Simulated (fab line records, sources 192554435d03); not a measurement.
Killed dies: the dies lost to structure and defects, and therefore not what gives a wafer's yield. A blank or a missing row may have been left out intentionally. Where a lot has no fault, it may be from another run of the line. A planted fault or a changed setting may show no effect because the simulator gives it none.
Comparing a struck lot with a sound one ; flow n5-finfet ; 19 steps out of a route of 1938
Sound: the wafers L556.3, L556.5, L556.6. Struck: wafer L567.1. (L567.4 of the same lot was not struck and is left out.) The cause comes at the end.
Each step with rows lists, per side, the tool, then ch with its chambers, then its first start. Under that, the readings that differ: sound wafers ; struck wafers ; difference of the means ; sigmas: that difference in standard deviations of wafers without a fault.
alike: a reading whose means differ by less than 2 such deviations, as well as words and numbers matching on both sides. not compared: withheld readings; readings where some wafer has no value; bounds like >300 that might hide an equal value; numbers whose values overlap and for which the record gives no deviation.
Wherever a step has rows on one side only, a row that says differs or no value, or a row with sigmas, the two part there. Numbers that have no deviation but don't overlap get no sigmas and don't part them. Lack of a reading on every wafer of one side parts them only where that side has two or more wafers.

N5_BEOL_M12_ETCH_68: etches SOC in N2/H2, time 285 s.
  sound on rie-diel-03 ch 1,2, day 13 08:01; struck on rie-diel-03 ch 2, day 15 11:04
  alike: drypump-motor-current-A, oes-product-au, rf-vpp-V, showerhead-plenum-p-Torr, temp-c, throttle-valve-pct
  not compared: rf-hours-counter-h
then, 3 steps without rows for these wafers: N5_BEOL_M12_STRIP_69 (strips in N2/H2); N5_BEOL_M12_TRENCH_ETCH_34 (etches SiOC in C4F8/O2/Ar, target depth 318.95 nm, time 125.5 s); N5_BEOL_M12_STRIP_70 (strips in C4F8/O2/Ar).
N5_BEOL_M12_OCD_MEAS_35:
  sound: ocd-02 at day 13 08:22; struck: ocd-01 at day 15 11:23
  alike: trench-depth-nm
N5_BEOL_M12_STRIP_37: strips in N2/H2.
  sound on plasma-asher-02 ch 0,1, day 13 08:25; struck on plasma-asher-02 ch 1, day 15 11:26
reading;sound;struck;difference;sigmas
oes-product-au (a.u.);0.794 0.783 0.807;0.769;-0.026;-2
rf-hours-counter-h (h);- - -;90;no value on the sound wafers;
  alike: drypump-motor-current-A, heater-power-w, temp-c
then, 3 steps without rows for these wafers: N5_BEOL_M12_ETCH_38 (etches SiCN in CF4/N2, target depth 68.7 nm, time 73.4 s); N5_BEOL_M12_PRECLEAN_39 (cleans in residue remover, time 60 s); N5_BEOL_M12_SRD_40 (time 30 s, dry time 30 s).
N5_BEOL_M12_DEGAS_41: time 60 s.
  sound: pvd-sputter-02 at day 13 10:01; struck: pvd-sputter-02 at day 15 13:22
  alike: heater-power-w
then, 1 step without rows for these wafers: N5_BEOL_M12_PRE_CLEAN_42 (time 30 s).
N5_BEOL_M12_SPUTTER_43: material TaN, target thk 15 nm, time 24.19 s.
  sound: pvd-sputter-02 at day 13 10:05; struck: pvd-sputter-02 at day 15 13:26
reading;sound;struck;difference;sigmas
throttle-valve-pct (%);31.4 31.1 31.5;27.8;-3.5;-3
N5_BEOL_M12_SPUTTER_44: material Ta, target thk 10 nm, time 16.13 s.
  sound: pvd-sputter-02 at day 13 10:10; struck: pvd-sputter-02 at day 15 13:31
reading;sound;struck;difference;sigmas
throttle-valve-pct (%);31.4 31.3 31.4;27.8;-3.6;-3
model.Ta_of_BEOL_M12_SPUTTER_44.thk-nm (nm);10.2 10 10.2;4.4;-5.7;
N5_BEOL_M12_SPUTTER_45: material Cu, target thk 80 nm, time 13.33 s.
  sound: pvd-sputter-02 at day 13 10:15; struck: pvd-sputter-02 at day 15 13:36
reading;sound;struck;difference;sigmas
throttle-valve-pct (%);31.6 31.3 31.4;27.7;-3.7;-3
  alike: chuck-gas-flow-sccm
then, 2 steps without rows for these wafers: N5_BEOL_M12_ECD_47 (material Cu, target thk 720 nm); N5_BEOL_M12_ANNEAL_48 (time 90 s).
N5_BEOL_M12_CMP_49: polishes, stops on SiOC, t overpolish 20.6 s, target thk 320 nm.
  sound on cmp-04 ch 0,1,2, day 13 11:41; struck on cmp-04 ch 3, day 15 14:58
reading;sound;struck;difference;sigmas
barrier-field-endpoint-s (s);30.0 30.7 30.9;23.6;-6.9;-10
  alike: motor-current-A
  not compared: pad-life-wafers
N5_BEOL_M12_THK_MEAS_50: measures by xrf.
  sound: film-metro-02 at day 13 11:55; struck: film-metro-01 at day 15 15:16
reading;sound;struck;difference;sigmas
M12_THK (nm);327 323 330;339;+12;+2
N5_PASSIVATION_PROBE_49:
  sound: prober-02 at day 14 20:47; struck: prober-01 at day 17 07:17
reading;sound;struck;difference;sigmas
killed_at_M0_to_M3;36 25 30;52;+22;+2
killed-short;28 32 36;47;+15;+2
  alike: defect-limited-yield, killed_at_M4_up, killed-at-contacts, killed-at-front-end, killed-at-other, killed-dies, killed-open, sort_bin_5_function, sort_bin_6_memory, sort-n-pass, sort-yield-pct

== WHERE THEY PART ==
Earliest at N5_BEOL_M12_STRIP_37; latest, in this record, at N5_PASSIVATION_PROBE_49.

WHY: whatever the simulator had introduced
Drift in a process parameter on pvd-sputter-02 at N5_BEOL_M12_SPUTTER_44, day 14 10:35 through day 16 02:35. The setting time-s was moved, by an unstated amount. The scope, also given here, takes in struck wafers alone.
